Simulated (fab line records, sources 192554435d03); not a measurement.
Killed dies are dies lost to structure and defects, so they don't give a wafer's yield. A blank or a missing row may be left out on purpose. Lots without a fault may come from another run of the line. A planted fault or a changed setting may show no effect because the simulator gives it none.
A struck lot beside a sound one | flow n5_finfet | 36 steps out of a route of 1938
Sound: wafers L855.3, L855.5, L855.6. Struck: wafer L843.5. (L843.2 of the same lot was not struck and is left out.) The cause comes at the end.
At each step with rows: each side's tool, then ch and its chambers, then its first start. Under that, the readings that differ: sound wafers | struck wafers | difference of the means | sigmas: that difference in standard deviations of wafers without a fault.
alike: readings whose means differ by less than 2 such deviations, and words and numbers that are the same on both sides. not compared: withheld readings, readings that some wafer has no value for, bounds like >300 that may hide the same value, and numbers for which the record gives no deviation and whose values overlap.
The two part at a step that has a row with sigmas, a row that says differs or no value, or rows on one side only. Numbers that don't overlap but have no deviation are shown without sigmas and don't part them. A reading that every wafer of one side lacks parts them only if that side has two wafers or more.

first, 8 steps without rows for these wafers: N5_BEOL_M9_SPUTTER_48 (material Cu, target thk 12 nm, time 2 s); N5_BEOL_M9_ECD_50 (material Cu, target thk 318 nm); N5_BEOL_M9_ANNEAL_51 (time 90 s); N5_BEOL_M9_CMP_52 (polishes, stops on SiCOH lowk, t overpolish 7 s, target thk 140 nm); N5_BEOL_M9_PRE_CLEAN_55 (time 15 s); N5_BEOL_M9_DEP_56 (deposits SiCN from 3MS/NH3, target thk 15 nm, time 26.5 s); N5_BEOL_M10_ILD_DEP_00 (deposits SiCOH lowk from DEMS/porogen, target thk 308.51 nm, time 58 s); N5_BEOL_M10_CURE_71 (cures SiCOH lowk, time 240 s).
N5_BEOL_M10_PECVD_70: deposits SiO2 from TEOS/O2, target thk 20 nm, time 22.7 s.
  sound on pecvd-01 ch 0,1, day 18 04:25; struck on pecvd-02 ch 1, day 15 05:39
  reading                                     | sound          | struck | difference | sigmas
  model.SiO2_of_BEOL_M10_PECVD_70.thk_nm (nm) | 19.6 20.2 20.4 | 30.2   | +10.1      |
  alike: heater_power_w, showerhead_plenum_p_Torr, throttle_valve_pct
then, 24 steps without rows for these wafers: N5_BEOL_M10_HM_DEP_02 (deposits TiN, target thk 20 nm); N5_BEOL_M10_COAT_59 (time 60 s, resist thk 100 nm); N5_BEOL_M10_COAT_60 (time 60 s, resist thk 30 nm); N5_BEOL_M10_COAT_05 (resist thk 90 nm); N5_BEOL_M10_EBR_07; N5_BEOL_M10_SOFTBAKE_06 (time 60 s); N5_BEOL_M10_EXPOSE_08 (exposes mask M10); N5_BEOL_M10_PEB_09 (peb time 60 s); N5_BEOL_M10_DEVELOP_10 (develop time 30 s); N5_BEOL_M10_DESCUM_16 (chemistry O2, time 7.9 s); N5_BEOL_M10_ETCH_61 (etches SiARC in CF4, target depth 39 nm, time 65 s); N5_BEOL_M10_ETCH_62 (etches SOC in N2/H2, target depth 110 nm, overetch 22 nm, time 165 s); N5_BEOL_M10_STRIP_68 (strips in N2/H2); N5_BEOL_M10_STRIP_67 (strips in CF4); N5_BEOL_M10_HM_OPEN_17 (chemistry Cl2/BCl3, target TiN, target depth 20 nm, overetch 6 nm); N5_BEOL_M10_STRIP_19 (strips in O2); N5_BEOL_M10_COAT_63 (time 60 s, resist thk 100 nm); N5_BEOL_M10_COAT_64 (time 60 s, resist thk 30 nm); N5_BEOL_M10_COAT_22 (resist thk 90 nm); N5_BEOL_M10_EBR_24; N5_BEOL_M10_SOFTBAKE_23 (time 60 s); N5_BEOL_M10_EXPOSE_25 (exposes mask V9); N5_BEOL_M10_PEB_26 (peb time 60 s); N5_BEOL_M10_DEVELOP_27 (develop time 30 s).
N5_BEOL_M10_HM_STRIP_39: strips TiN in peroxide tin strip, target depth 25 nm, time 158 s.
  sound on wet_bench-03 ch 1,2,4, day 18 08:24; struck on wet_bench-06 ch 6, day 15 09:13
  reading                                     | sound        | struck | difference | sigmas
  model.SiO2_of_BEOL_M10_PECVD_70.thk_nm (nm) | 19.4 20 20.2 | 30     | +10        |
N5_BEOL_M10_CMP_52: polishes, stops on SiCOH lowk, t overpolish 7 s, target thk 140 nm.
  sound on cmp-02 ch 0,1,2, day 18 11:57; struck on cmp-02 ch 3, day 15 10:54
  reading                      | sound          | struck | difference | sigmas
  barrier_field_endpoint_s (s) | 28.8 29.3 28.5 | 39.5   | +10.6      | +14
  alike: edge_zone_pressure_frac, motor_current_A
then, 1 step without rows for these wafers: N5_PASSIVATION_PROBE_49.

WHERE THEY PART
Only at N5_BEOL_M10_CMP_52, within this record.

WHY: what the simulator had put in
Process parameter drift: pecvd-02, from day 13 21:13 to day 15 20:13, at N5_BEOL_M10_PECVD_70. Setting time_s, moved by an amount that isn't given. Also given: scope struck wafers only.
